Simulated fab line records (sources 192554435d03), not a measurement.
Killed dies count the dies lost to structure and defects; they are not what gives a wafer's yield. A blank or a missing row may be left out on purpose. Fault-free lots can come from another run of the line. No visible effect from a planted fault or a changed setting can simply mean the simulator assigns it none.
fab line records	flow n5-finfet
record: lots: 24	wafers: 72	last-day: 18
route steps=1938 shown BEOL_M2@865 BEOL_M3@934
lots that met no fault: taken from a fault-free run of the same line
start-h: start of the lot's first displayed wafer, in hours after the record's first day	wait-h: time in hours since the lot's previous step	" repeats the value in the row above	L1.1+2: a single row standing in for several wafers	- either no value or no given start	* or withheld: withheld	< > ~ a bound
route shown NAME@n: a module of which the file shows steps, and the number in the route of the first	usual: average and standard deviation across the fault-free wafers	same: alike in all rows	chamber/n: place in a boat	sites: readings site by site	_std_site: the values' standard deviation	_edge_site: inner sites' mean taken away from outer sites' mean	radius-mm: how far each site lies from the wafer's centre	mask NAME#n: copy n	behind: the last tool/chamber to shape the wafer	hold: reason for holding the lot/hours on hold/outcome of the hold	device: the n, p or np transistor that did not switch	end of line: tests of these same wafers at the route's end	a step given without rows: its recipe and nothing more	killed: dies that structure and defects cost at the first sort, which is not the same as the wafer's yield	map: per-die view of a wafer (x killed, . not killed, _ where there is no die)
set.NAME: the setting as run; set.NAME@STEP: as run at that earlier step	model.NAME: the simulator's own value behind a step, which no gauge read
the route's steps for a sample of lots (tables are steps, rows are wafers)
services: the hour from which a tool's chamber was out of use, counted from the record's first day as start-h (under 0 if before that day), plus the number of hours and why
== steps ==
step: N5_BEOL_M2_STRIP_19
recipe: chemistry: O2	power-w: 400	temp-c: 40	pressure-mtorr: 30	rf-frequency-hz: 6e+07	bias-power-w: 0	overash-fraction: 0.2	o2-flow-sccm: 225
usual: drypump-motor-current-A: 5.7/0.37	oes-product-au: 0.81/0.095	rf-vpp-V: 3.7/0.47	showerhead-plenum-p-Torr: 2.13/0.061	throttle-valve-pct: 16.64/0.22
lot.wafer	tool	chamber	start-h	wait-h	drypump-motor-current-A	oes-product-au	rf-hours-counter-h	rf-vpp-V	showerhead-plenum-p-Torr	throttle-valve-pct
L074.3	rie-diel-04	2	134.94	0.1	5.8	0.83	93	4.0	2.22	16.76
L074.4	"	0	"	"	5.3	0.67	229	3.3	2.17	17.09
L074.6	"	2	"	"	5.8	0.83	-	3.7	2.22	16.76
L075.1	rie-diel-06	1	146.02	0.1	6.5	0.70	244	3.3	2.15	16.69
L075.2	"	2	"	"	6.4	0.97	2	2.8	2.17	16.47
L075.4	"	0	"	"	5.3	0.68	198	3.3	1.99	16.77
L077.2	rie-diel-06	0	149.63	0.1	5.3	0.69	198	4.2	1.99	16.79
L077.5	"	3	"	"	5.7	0.93	-	3.8	2.13	16.23
L077.6	"	2	"	"	6.4	0.98	-	3.0	2.17	16.48
L076.2	rie-diel-04	1	159.05	0.1	5.4	0.73	223	3.7	2.16	16.81
L076.3	"	0	"	"	5.3	0.67	237	4.7	2.17	17.12
L076.4	"	2	"	"	5.9	0.83	101	3.8	2.21	16.78
L078.1	rie-diel-04	3	160.43	0.1	5.3	0.72	224	3.8	2.07	16.95
L078.4	"	1	"	"	5.4	0.73	224	2.9	2.16	16.80
L078.5	"	3	"	"	5.3	0.73	-	3.9	2.07	16.93
L079.3	rie-diel-04	3	161.91	0.1	5.3	0.73	224	3.6	2.07	16.92
L079.4	"	1	"	"	5.4	0.72	224	3.7	2.16	16.81
L079.6	"	3	"	"	5.4	0.72	-	3.8	2.07	16.91
L080.1	rie-diel-05	3	165.81	0.1	6.2	0.68	228	3.8	2.05	16.81
L080.3	"	0	"	"	5.3	0.93	9	3.7	2.07	16.56
L080.4	"	2	"	"	5.6	0.77	118	3.2	2.20	16.64
L081.2	rie-diel-05	1	174.34	0.4	6.1	0.90	38	3.1	2.15	16.35
L081.3	"	2	"	"	5.7	0.76	122	3.2	2.20	16.66
L081.5	"	2	"	"	5.7	0.77	-	3.2	2.20	16.65
L082.3	rie-diel-05	0	186.21	0.1	5.4	0.91	14	3.3	2.06	16.56
L082.4	"	3	"	"	6.1	0.69	-	4.0	2.05	16.83
L082.6	"	2	"	"	5.7	0.77	-	3.7	2.20	16.68
L083.4	rie-diel-05	3	187.03	0.1	6.1	0.69	-	3.4	2.05	16.82
L083.5	"	2	"	"	5.7	0.77	-	4.3	2.20	16.67
L083.6	"	0	"	"	5.4	0.91	-	3.7	2.06	16.55
L084.2	rie-diel-05	0	196.41	0.1	5.3	0.90	19	3.8	2.06	16.56
L084.4	"	2	"	"	5.7	0.76	132	4.2	2.19	16.68
L084.6	"	2	"	"	5.6	0.77	-	4.5	2.19	16.70
L085.1	rie-diel-05	0	203.14	0.1	5.4	0.90	21	3.5	2.06	16.57
L085.2	"	2	"	"	5.7	0.77	133	3.9	2.19	16.69
L085.6	"	3	"	"	6.1	0.69	-	2.1	2.05	16.83
L086.2	rie-diel-05	1	203.92	0.1	6.1	0.88	44	4.5	2.15	16.38
L086.5	"	1	"	"	6.1	0.88	-	3.6	2.15	16.38
L086.6	"	0	"	"	5.4	0.90	-	3.0	2.06	16.57
L088.1	rie-diel-06	2	225.63	0.1	6.4	0.88	31	3.5	2.16	16.53
L088.2	"	1	"	"	6.5	0.93	18	3.2	2.14	16.28
L088.3	"	3	"	"	5.7	0.87	38	3.2	2.12	16.27
L087.2	rie-diel-06	2	227.76	0.1	6.4	0.88	32	3.5	2.16	16.53
L087.3	"	3	"	"	5.7	0.86	39	4.2	2.12	16.28
L087.6	"	3	"	"	5.7	0.86	-	3.8	2.12	16.26
L089.2	rie-diel-06	2	231.01	0.1	6.4	0.88	33	4.1	2.16	16.54
L089.4	"	0	"	"	5.4	0.67	228	3.3	1.98	16.82
L089.6	"	2	"	"	6.4	0.88	-	3.6	2.16	16.53
L090.1	rie-diel-04	2	233.44	0.1	5.9	0.80	126	3.5	2.21	16.81
L090.3	"	0	"	"	5.3	0.92	8	3.8	2.16	16.60
L090.5	"	2	"	"	5.9	0.80	-	3.9	2.21	16.81
L091.1	rie-diel-06	1	245.88	0.1	6.4	0.92	23	3.1	2.14	16.25
L091.2	"	3	"	"	5.7	0.87	44	3.6	2.12	16.27
L091.4	"	0	"	"	5.3	0.67	232	3.5	1.98	16.83
L092.1	rie-diel-05	2	251.72	0.1	5.7	0.74	147	3.8	2.19	16.71
L092.3	"	0	"	"	5.4	0.87	35	3.7	2.06	16.60
L092.4	"	0	"	"	5.4	0.86	-	3.6	2.06	16.60
L093.1	rie-diel-05	2	262.22	0.3	5.7	0.74	153	3.2	2.19	16.73
L093.5	"	1	"	"	6.1	0.86	-	4.4	2.14	16.43
L093.6	"	2	"	"	5.7	0.75	-	3.1	2.19	16.74
L095.1	rie-diel-04	1	265.10	0.1	5.4	0.98	6	3.1	2.15	16.43
L095.2	"	2	"	"	5.8	0.78	141	4.3	2.20	16.84
L095.4	"	0	"	"	5.3	0.87	-	3.3	2.15	16.62
L094.2	rie-diel-04	1	269.20	0.2	5.4	0.96	8	3.5	2.15	16.42
L094.3	"	0	"	"	5.3	0.87	25	3.6	2.15	16.64
L094.5	"	2	"	"	5.8	0.79	-	4.1	2.20	16.83
L096.4	rie-diel-05	1	274.04	0.2	6.1	0.85	-	3.6	2.14	16.41
L096.5	"	0	"	"	5.4	0.85	-	4.0	2.05	16.62
L096.6	"	2	"	"	5.7	0.74	-	3.8	2.18	16.75
L097.2	rie-diel-04	2	275.81	0.1	5.9	0.78	146	3.2	2.20	16.86
L097.4	"	0	"	"	5.4	0.87	-	4.2	2.15	16.64
L097.5	"	1	"	"	5.4	0.96	-	3.3	2.15	16.45
step: N5_BEOL_M2_SURFACE_TREAT_85
recipe: gas: Ar	time-s: *	ion-energy-ev: *	ion-current-ma-cm2: 0.5	pressure-mtorr: *	ar-flow-sccm: 30
usual: ar-flow-sccm: 30.00/0.085	throttle-valve-pct: *
same: time-s: *
lot.wafer	tool	chamber	start-h	wait-h	ar-flow-sccm	throttle-valve-pct
L074.3	pvd-sputter-01	-	141.11	0.2	30.02	*
L074.4	"	-	"	"	30.13	*
L074.6	"	-	"	"	29.98	*
L075.1	pvd-sputter-03	-	150.60	0.2	30.04	*
L075.2	"	-	"	"	30.18	*
L075.4	"	-	"	"	30.15	*
L077.2	pvd-sputter-03	-	154.98	0.2	29.89	*
L077.5	"	-	"	"	30.13	*
L077.6	"	-	"	"	30.00	*
L076.2	pvd-sputter-03	-	166.08	0.2	30.14	*
L076.3	"	-	"	"	29.95	*
L076.4	"	-	"	"	30.13	*
L078.1	pvd-sputter-02	-	169.33	0.2	29.90	*
L078.4	"	-	"	"	29.88	*
L078.5	"	-	"	"	29.97	*
L079.3	pvd-sputter-01	-	171.98	0.2	30.14	*
L079.4	"	-	"	"	29.90	*
L079.6	"	-	"	"	30.05	*
L080.1	pvd-sputter-03	-	172.86	0.1	29.98	*
L080.3	"	-	"	"	30.01	*
L080.4	"	-	"	"	29.93	*
L081.2	pvd-sputter-03	-	179.12	0.3	30.13	*
L081.3	"	-	"	"	29.94	*
L081.5	"	-	"	"	30.06	*
L082.3	pvd-sputter-02	-	192.67	0.2	29.95	*
L082.4	"	-	"	"	29.96	*
L082.6	"	-	"	"	29.91	*
L083.4	pvd-sputter-03	-	192.94	0.2	30.14	*
L083.5	"	-	"	"	30.08	*
L083.6	"	-	"	"	30.04	*
L084.2	pvd-sputter-02	-	199.74	0.2	29.95	*
L084.4	"	-	"	"	29.97	*
L084.6	"	-	"	"	29.88	*
L085.1	pvd-sputter-03	-	220.22	0.1	30.00	*
L085.2	"	-	"	"	30.09	*
L085.6	"	-	"	"	29.99	*
L086.2	pvd-sputter-03	-	220.44	0.2	30.00	*
L086.5	"	-	"	"	29.99	*
L086.6	"	-	"	"	29.96	*
L088.1	pvd-sputter-03	-	233.32	0.1	30.08	*
L088.2	"	-	"	"	30.09	*
L088.3	"	-	"	"	29.90	*
L087.2	pvd-sputter-02	-	247.09	0.1	30.02	*
L087.3	"	-	"	"	30.00	*
L087.6	"	-	"	"	30.14	*
L089.2	pvd-sputter-03	-	250.80	0.2	30.00	*
L089.4	"	-	"	"	30.06	*
L089.6	"	-	"	"	29.98	*
L090.1	pvd-sputter-03	-	251.16	0.1	30.11	*
L090.3	"	-	"	"	30.09	*
L090.5	"	-	"	"	30.12	*
L091.1	pvd-sputter-03	-	256.58	0.3	29.87	*
L091.2	"	-	"	"	30.12	*
L091.4	"	-	"	"	29.96	*
L092.1	pvd-sputter-02	-	263.34	0.2	30.03	*
L092.3	"	-	"	"	30.00	*
L092.4	"	-	"	"	30.06	*
L095.1	pvd-sputter-01	-	272.82	0.3	29.98	*
L095.2	"	-	"	"	30.20	*
L095.4	"	-	"	"	29.96	*
L093.1	pvd-sputter-02	-	277.82	1.9	30.13	*
L093.5	"	-	"	"	30.08	*
L093.6	"	-	"	"	29.90	*
L097.2	pvd-sputter-02	-	283.48	0.2	29.96	*
L097.4	"	-	"	"	29.93	*
L097.5	"	-	"	"	29.91	*
L094.2	pvd-sputter-02	-	284.04	0.2	30.02	*
L094.3	"	-	"	"	29.92	*
L094.5	"	-	"	"	30.03	*
L096.4	pvd-sputter-01	-	287.61	0.2	30.03	*
L096.5	"	-	"	"	29.86	*
L096.6	"	-	"	"	30.00	*
step: N5_BEOL_M2_ANNEAL_87
recipe: temp-c: 400	time-s: 240	ambient: vacuum
usual: heater-power-w: 827/57
same: time-s: 240
lot.wafer	tool	chamber	start-h	wait-h	heater-power-w
L074.3	pvd-sputter-03	-	142.08	0.0	790
L074.4	"	-	"	"	870
L074.6	"	-	"	"	787
L075.1	pvd-sputter-01	-	153.07	0.0	745
L075.2	"	-	"	"	815
L075.4	"	-	"	"	774
L077.2	pvd-sputter-03	-	156.16	0.0	797
L077.5	"	-	"	"	881
L077.6	"	-	"	"	777
L076.2	pvd-sputter-03	-	167.04	0.0	798
L076.3	"	-	"	"	793
L076.4	"	-	"	"	859
L078.1	pvd-sputter-03	-	170.34	0.0	891
L078.4	"	-	"	"	774
L078.5	"	-	"	"	782
L079.3	pvd-sputter-01	-	172.96	0.0	835
L079.4	"	-	"	"	774
L079.6	"	-	"	"	754
L080.1	pvd-sputter-03	-	173.82	0.0	762
L080.3	"	-	"	"	869
L080.4	"	-	"	"	791
L081.2	pvd-sputter-03	-	180.08	0.0	787
L081.3	"	-	"	"	874
L081.5	"	-	"	"	805
L082.3	pvd-sputter-03	-	193.72	0.0	800
L082.4	"	-	"	"	886
L082.6	"	-	"	"	863
L083.4	pvd-sputter-01	-	193.95	0.0	792
L083.5	"	-	"	"	816
L083.6	"	-	"	"	758
L084.2	pvd-sputter-02	-	200.72	0.0	818
L084.4	"	-	"	"	928
L084.6	"	-	"	"	917
L085.1	pvd-sputter-03	-	221.24	0.0	862
L085.2	"	-	"	"	813
L085.6	"	-	"	"	790
L086.2	pvd-sputter-03	-	223.08	0.0	858
L086.5	"	-	"	"	792
L086.6	"	-	"	"	874
L088.1	pvd-sputter-03	-	234.54	0.0	767
L088.2	"	-	"	"	800
L088.3	"	-	"	"	877
L087.2	pvd-sputter-02	-	248.21	0.0	828
L087.3	"	-	"	"	929
L087.6	"	-	"	"	768
L089.2	pvd-sputter-02	-	251.78	0.0	925
L089.4	"	-	"	"	934
L089.6	"	-	"	"	810
L090.1	pvd-sputter-03	-	252.22	0.0	782
L090.3	"	-	"	"	880
L090.5	"	-	"	"	776
L091.1	pvd-sputter-02	-	258.96	0.0	820
L091.2	"	-	"	"	751
L091.4	"	-	"	"	895
L092.1	pvd-sputter-02	-	264.32	0.0	825
L092.3	"	-	"	"	768
L092.4	"	-	"	"	890
L095.1	pvd-sputter-02	-	274.20	0.0	807
L095.2	"	-	"	"	897
L095.4	"	-	"	"	756
L093.1	pvd-sputter-02	-	278.80	0.0	811
L093.5	"	-	"	"	770
L093.6	"	-	"	"	931
L097.2	pvd-sputter-03	-	284.46	0.0	789
L097.4	"	-	"	"	798
L097.5	"	-	"	"	870
L094.2	pvd-sputter-02	-	285.04	0.0	882
L094.3	"	-	"	"	846
L094.5	"	-	"	"	768
L096.4	pvd-sputter-01	-	288.61	0.0	760
L096.5	"	-	"	"	781
L096.6	"	-	"	"	762
step: N5_BEOL_M2_PRE_CLEAN_60
recipe: gas: NH3/H2	time-s: 15	temp-c: *	rf-power-w: 300
usual: heater-power-w: 90/20
same: time-s: 15
lot.wafer	tool	chamber	start-h	wait-h	heater-power-w
L074.3	cvd-co-02	0	143.93	0.0	114
L074.4	"	2	"	"	84
L074.6	"	1	"	"	57
L075.1	cvd-co-01	0	155.11	0.2	102
L075.2	"	2	"	"	106
L075.4	"	2	"	"	104
L077.2	cvd-co-02	0	158.00	0.0	114
L077.5	"	0	"	"	114
L077.6	"	2	"	"	88
L076.2	cvd-co-02	2	168.91	0.0	87
L076.3	"	0	"	"	117
L076.4	"	0	"	"	116
L078.1	cvd-co-01	2	172.20	0.0	102
L078.4	"	1	"	"	69
L078.5	"	2	"	"	105
L079.3	cvd-co-01	1	174.82	0.0	71
L079.4	"	1	"	"	68
L079.6	"	0	"	"	101
L080.1	cvd-co-02	0	175.67	0.0	114
L080.3	"	2	"	"	88
L080.4	"	0	"	"	117
L081.2	cvd-co-01	1	181.97	0.1	70
L081.3	"	2	"	"	105
L081.5	"	0	"	"	102
L082.3	cvd-co-01	1	195.66	0.1	69
L082.4	"	2	"	"	104
L082.6	"	0	"	"	100
L083.4	cvd-co-01	0	195.81	0.1	104
L083.5	"	1	"	"	68
L083.6	"	2	"	"	108
L084.2	cvd-co-01	0	202.64	0.1	103
L084.4	"	1	"	"	70
L084.6	"	0	"	"	105
L085.1	cvd-co-01	0	223.08	0.0	105
L085.2	"	2	"	"	104
L085.6	"	0	"	"	105
L086.2	cvd-co-02	0	225.01	0.0	117
L086.5	"	2	"	"	89
L086.6	"	0	"	"	114
L088.1	cvd-co-02	2	236.39	0.0	88
L088.2	"	1	"	"	57
L088.3	"	0	"	"	115
L087.2	cvd-co-01	2	250.05	0.0	110
L087.3	"	1	"	"	70
L087.6	"	2	"	"	105
L089.2	cvd-co-01	0	253.64	0.0	107
L089.4	"	2	"	"	106
L089.6	"	1	"	"	70
L090.1	cvd-co-02	0	254.09	0.0	118
L090.3	"	1	"	"	59
L090.5	"	2	"	"	89
L091.1	cvd-co-01	0	260.82	0.0	104
L091.2	"	1	"	"	68
L091.4	"	0	"	"	104
L092.1	cvd-co-02	2	266.16	0.0	86
L092.3	"	1	"	"	59
L092.4	"	1	"	"	58
L095.1	cvd-co-02	2	276.05	0.0	88
L095.2	"	1	"	"	60
L095.4	"	2	"	"	87
L093.1	cvd-co-02	1	280.78	0.0	60
L093.5	"	1	"	"	60
L093.6	"	2	"	"	89
L097.2	cvd-co-02	0	286.31	0.0	117
L097.4	"	1	"	"	59
L097.5	"	0	"	"	116
L094.2	cvd-co-01	2	286.94	0.0	108
L094.3	"	1	"	"	69
L094.5	"	2	"	"	109
L096.4	cvd-co-01	1	290.68	0.3	69
L096.5	"	2	"	"	107
L096.6	"	0	"	"	108
step: N5_BEOL_M3_HM_DEP_02
recipe: material: TiN	target-thk-a: 200	temp-c: 25	chamber-pressure-pa: 0.49996
usual: throttle-valve-pct: 30.2/0.98
lot.wafer	tool	chamber	start-h	wait-h	throttle-valve-pct
L074.3	pvd-sputter-01	-	144.93	0.6	31.8
L074.4	"	-	"	"	30.1
L074.6	"	-	"	"	30.3
L075.1	pvd-sputter-01	-	157.27	1.8	30.1
L075.2	"	-	"	"	30.3
L075.4	"	-	"	"	32.0
L077.2	pvd-sputter-01	-	158.48	0.1	31.7
L077.5	"	-	"	"	31.5
L077.6	"	-	"	"	28.5
L076.2	pvd-sputter-03	-	171.72	2.4	30.5
L076.3	"	-	"	"	29.7
L076.4	"	-	"	"	30.5
L078.1	pvd-sputter-01	-	174.14	1.5	30.6
L078.4	"	-	"	"	30.4
L078.5	"	-	"	"	28.7
L079.3	pvd-sputter-03	-	175.32	0.1	29.1
L079.4	"	-	"	"	29.7
L079.6	"	-	"	"	30.6
L080.1	pvd-sputter-01	-	177.67	1.6	28.8
L080.3	"	-	"	"	30.5
L080.4	"	-	"	"	30.3
L081.2	pvd-sputter-01	-	182.42	0.0	30.1
L081.3	"	-	"	"	31.6
L081.5	"	-	"	"	30.5
L082.3	pvd-sputter-03	-	196.66	0.6	30.6
L082.4	"	-	"	"	31.3
L082.6	"	-	"	"	28.8
L083.4	pvd-sputter-02	-	196.86	0.6	30.2
L083.5	"	-	"	"	30.0
L083.6	"	-	"	"	29.6
L084.2	pvd-sputter-03	-	203.11	0.0	29.9
L084.4	"	-	"	"	31.5
L084.6	"	-	"	"	29.6
L085.1	pvd-sputter-01	-	224.41	0.9	28.5
L085.2	"	-	"	"	30.5
L085.6	"	-	"	"	30.1
L086.2	pvd-sputter-03	-	226.72	1.3	30.8
L086.5	"	-	"	"	29.6
L086.6	"	-	"	"	31.4
L088.1	pvd-sputter-03	-	237.84	1.0	29.6
L088.2	"	-	"	"	31.0
L088.3	"	-	"	"	28.9
L087.2	pvd-sputter-03	-	250.94	0.4	31.6
L087.3	"	-	"	"	29.0
L087.6	"	-	"	"	30.6
L089.2	pvd-sputter-02	-	255.42	1.4	31.4
L089.4	"	-	"	"	30.1
L089.6	"	-	"	"	29.9
L090.1	pvd-sputter-03	-	255.48	1.0	30.6
L090.3	"	-	"	"	28.8
L090.5	"	-	"	"	31.5
L091.1	pvd-sputter-03	-	262.64	1.4	30.7
L091.2	"	-	"	"	29.1
L091.4	"	-	"	"	31.6
L092.1	pvd-sputter-02	-	268.38	1.8	29.5
L092.3	"	-	"	"	31.8
L092.4	"	-	"	"	30.1
L095.1	pvd-sputter-02	-	277.96	1.5	29.9
L095.2	"	-	"	"	31.7
L095.4	"	-	"	"	29.9
L093.1	pvd-sputter-01	-	281.84	0.6	30.3
L093.5	"	-	"	"	30.4
L093.6	"	-	"	"	31.7
L097.2	pvd-sputter-01	-	287.69	1.0	28.2
L097.4	"	-	"	"	30.5
L097.5	"	-	"	"	28.5
L094.2	pvd-sputter-02	-	289.56	2.2	29.4
L094.3	"	-	"	"	31.8
L094.5	"	-	"	"	31.8
L096.4	pvd-sputter-01	-	294.45	3.4	31.7
L096.5	"	-	"	"	30.1
L096.6	"	-	"	"	28.9
step: N5_BEOL_M3_CD_MEAS_18
recipe: pitch-nm: 36	target-cd-nm: 18
usual: cd-nm: 17.9/0.42
lot.wafer	tool	chamber	start-h	wait-h	cd-nm
L074.3	cd-sem-02	-	145.96	0.1	18.3
L074.4	"	-	"	"	18.2
L074.6	"	-	"	"	17.4
L075.1	cd-sem-03	-	158.54	0.0	17.9
L075.2	"	-	"	"	18.7
L075.4	"	-	"	"	18.1
L077.2	cd-sem-01	-	159.98	0.1	17.3
L077.5	"	-	"	"	17.4
L077.6	"	-	"	"	17.9
L076.2	cd-sem-01	-	172.67	0.1	18.7
L076.3	"	-	"	"	18.4
L076.4	"	-	"	"	18.2
L078.1	cd-sem-03	-	175.33	0.0	18.3
L078.4	"	-	"	"	17.4
L078.5	"	-	"	"	17.8
L079.3	cd-sem-01	-	176.29	0.1	18.1
L079.4	"	-	"	"	17.7
L079.6	"	-	"	"	18.0
L080.1	cd-sem-03	-	178.94	0.0	18.0
L080.3	"	-	"	"	18.3
L080.4	"	-	"	"	18.2
L081.2	cd-sem-01	-	183.37	0.1	18.1
L081.3	"	-	"	"	17.5
L081.5	"	-	"	"	18.3
L082.3	cd-sem-01	-	197.73	0.1	17.6
L082.4	"	-	"	"	17.9
L082.6	"	-	"	"	17.7
L083.4	cd-sem-02	-	197.90	0.1	17.4
L083.5	"	-	"	"	17.9
L083.6	"	-	"	"	17.4
L084.2	cd-sem-02	-	205.11	0.1	18.6
L084.4	"	-	"	"	18.2
L084.6	"	-	"	"	18.3
L085.1	cd-sem-01	-	225.42	0.0	18.3
L085.2	"	-	"	"	18.1
L085.6	"	-	"	"	18.3
L086.2	cd-sem-02	-	227.76	0.1	17.5
L086.5	"	-	"	"	18.0
L086.6	"	-	"	"	18.1
L088.1	cd-sem-02	-	238.92	0.0	18.1
L088.2	"	-	"	"	18.1
L088.3	"	-	"	"	17.9
L087.2	cd-sem-01	-	251.97	0.1	18.4
L087.3	"	-	"	"	17.8
L087.6	"	-	"	"	17.3
L089.2	cd-sem-02	-	256.50	0.1	17.3
L089.4	"	-	"	"	17.6
L089.6	"	-	"	"	17.3
L090.1	cd-sem-03	-	256.71	0.0	18.4
L090.3	"	-	"	"	18.2
L090.5	"	-	"	"	18.2
L091.1	cd-sem-02	-	263.71	0.0	18.0
L091.2	"	-	"	"	17.5
L091.4	"	-	"	"	17.7
L092.1	cd-sem-03	-	269.37	0.0	18.3
L092.3	"	-	"	"	18.3
L092.4	"	-	"	"	17.9
L095.1	cd-sem-03	-	278.90	0.0	18.0
L095.2	"	-	"	"	17.1
L095.4	"	-	"	"	17.6
L093.1	cd-sem-03	-	283.12	0.0	16.5
L093.5	"	-	"	"	17.3
L093.6	"	-	"	"	17.0
L097.2	cd-sem-01	-	288.63	0.1	17.6
L097.4	"	-	"	"	18.1
L097.5	"	-	"	"	17.4
L094.2	cd-sem-02	-	290.51	0.1	18.5
L094.3	"	-	"	"	18.7
L094.5	"	-	"	"	18.5
L096.4	cd-sem-01	-	295.44	0.1	18.1
L096.5	"	-	"	"	18.5
L096.6	"	-	"	"	17.5
== services ==
tool	chamber	start-h	hours	kind
cvd-co-02	1	114.67	-	clean
cvd-co-02	1	114.67	22.0	scheduled-down
cvd-co-02	1	114.67	22.0	vent-cycle
pvd-sputter-01	-	118.52	3.9	repair
rie-diel-05	0	124.16	-	clean
rie-diel-05	0	124.16	-	consumable-replace:focus-ring
rie-diel-05	0	124.16	14.1	scheduled-down
rie-diel-05	0	124.16	14.1	vent-cycle
cvd-co-02	-	130.46	0.2	repair
rie-diel-05	0	167.07	5.0	repair
rie-diel-04	2	175.54	3.6	repair
rie-diel-05	1	183.42	12.0	repair
cvd-co-02	-	200.41	6.9	pm
rie-diel-05	-	205.16	0.7	repair
cvd-co-01	-	207.31	2.8	pm
rie-diel-05	-	218.37	0.1	repair
cvd-co-02	2	241.25	7.8	repair
rie-diel-05	3	242.46	40.9	repair
rie-diel-04	1	252.29	3.0	repair
cvd-co-02	-	268.00	0.5	repair
rie-diel-06	2	275.94	2.5	repair
rie-diel-05	3	283.73	-	clean
rie-diel-05	3	283.73	-	consumable-replace:focus-ring
rie-diel-05	3	283.73	26.2	scheduled-down
== key ==
fault none
